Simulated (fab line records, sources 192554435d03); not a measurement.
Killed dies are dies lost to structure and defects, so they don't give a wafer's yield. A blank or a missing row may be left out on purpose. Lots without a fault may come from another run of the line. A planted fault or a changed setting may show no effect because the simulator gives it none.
Split-lot experiment | flow n5_finfet | 7 lots, 21 wafers read, on a route of 1938 steps

THE SPLIT
At N5_BEOL_M12_COAT_04 (resist thk 400 nm), the setting spin_rpm was moved away from the recipe's 1625 rpm on 11 of the 21 wafers read, by -11.0% to +11.0%. The other wafers ran this setting at the recipe's value.

The reading is taken at the split's own step.

THE READING
coat_of_BEOL_M12_COAT_04.thk_nm (the simulator's own value, which no gauge read), in nm, at N5_BEOL_M12_COAT_04 (resist thk 400 nm). The file gives no usual value for it. The 10 wafers here that ran the recipe average 399.4 nm, standard deviation 0.83 nm.

wafer  | tool, chamber at the split | spin_rpm as run, rpm | against the recipe | coat_of_BEOL_M12_COAT_04.thk_nm, nm | against lot-mates on the recipe
L074.1 | litho_track-04, 0          | 1791                 | +10.2%             | 381.2                               | -17.6
L074.5 | litho_track-04, 0          | 1625                 | recipe             | 398.8                               | -
L074.6 | litho_track-04, 0          | 1791                 | +10.2%             | 379.8                               | -19.0
L075.2 | litho_track-05, 0          | 1804                 | +11.0%             | 378.4                               | -20.6
L075.5 | litho_track-05, 0          | 1625                 | recipe             | 398.8                               | -
L075.6 | litho_track-05, 0          | 1625                 | recipe             | 399.2                               | -
L076.3 | litho_track-05, 0          | 1467                 | -9.7%              | 418.6                               | +20.0
L076.4 | litho_track-05, 0          | 1467                 | -9.7%              | 420.4                               | +21.8
L076.5 | litho_track-05, 0          | 1625                 | recipe             | 398.6                               | -
L083.1 | litho_track-03, 0          | 1708                 | +5.1%              | 389.4                               | -11.2
L083.4 | litho_track-03, 0          | 1708                 | +5.1%              | 390.6                               | -10.0
L083.5 | litho_track-03, 0          | 1625                 | recipe             | 400.6                               | -
L091.3 | litho_track-04, 0          | 1447                 | -11.0%             | 423                                 | +23.4
L091.4 | litho_track-04, 0          | 1625                 | recipe             | 399.6                               | -
L091.5 | litho_track-04, 0          | 1447                 | -11.0%             | 423.2                               | +23.6
L094.1 | litho_track-05, 0          | 1625                 | recipe             | 400.8                               | -
L094.2 | litho_track-05, 0          | 1787                 | +10.0%             | 382.2                               | -18.6
L094.3 | litho_track-05, 0          | 1787                 | +10.0%             | 381.6                               | -19.2
L093.2 | litho_track-05, 0          | 1625                 | recipe             | 399.8                               | -
L093.3 | litho_track-05, 0          | 1625                 | recipe             | 399.4                               | -
L093.4 | litho_track-05, 0          | 1625                 | recipe             | 398                                 | -

THE FIT
A straight line over all 21 wafers: coat_of_BEOL_M12_COAT_04.thk_nm changes by -1.97 nm for each +1% of spin_rpm; r = -1.00; the points scatter about the line by 1.1 nm.
The same after taking each lot's own level away (the mean of its wafers on the recipe; 21 wafers): -2 nm for each +1%; r = -1.00; scatter 1 nm.
On that fit, the largest move of spin_rpm shifts the reading by 22 nm.
The lots' own levels span 398.60 to 400.80 nm, that is 2.6 times the standard deviation above.
So the lot-to-lot level changes the slope little: the two slopes agree.
Check: with one of the wafers moved furthest among these (+11.0%) left out of the fit, the line predicts -21.5 nm for it against its lot-mates. It came out at -20.6 nm against them.

OTHER SPLITS ON THESE WAFERS
These wafers also went through other splits before the reading. Each is held against what the fit with the lots' levels taken away leaves over:
other split on the same wafers | wafers away from the commonest value | r with coat_of_BEOL_M12_COAT_04.thk_nm (lot level and that fit taken away)
N5_BEOL_M10_COAT_60 spin_rpm   | 6                                    | -0.09

THE WHOLE CHAIN: every reading that the file lists as answering this split, in the file's order
step                 | what it does      | reading                                                                          | change (the file's fit)              | r (the file's)
N5_BEOL_M12_COAT_04  | resist thk 400 nm | coat_of_BEOL_M12_COAT_04.thk_nm (the simulator's own value, which no gauge read) | -1.97 nm for each +1% of the setting | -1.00
N5_BEOL_M12_STRIP_63 | strips in N2/H2   | strip_time_to_endpoint_s                                                         | withheld for each +1% of the setting | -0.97

THE FILE'S OWN FIT
coat_of_BEOL_M12_COAT_04.thk_nm changes by -1.97 nm for each +1% of spin_rpm, r = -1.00.
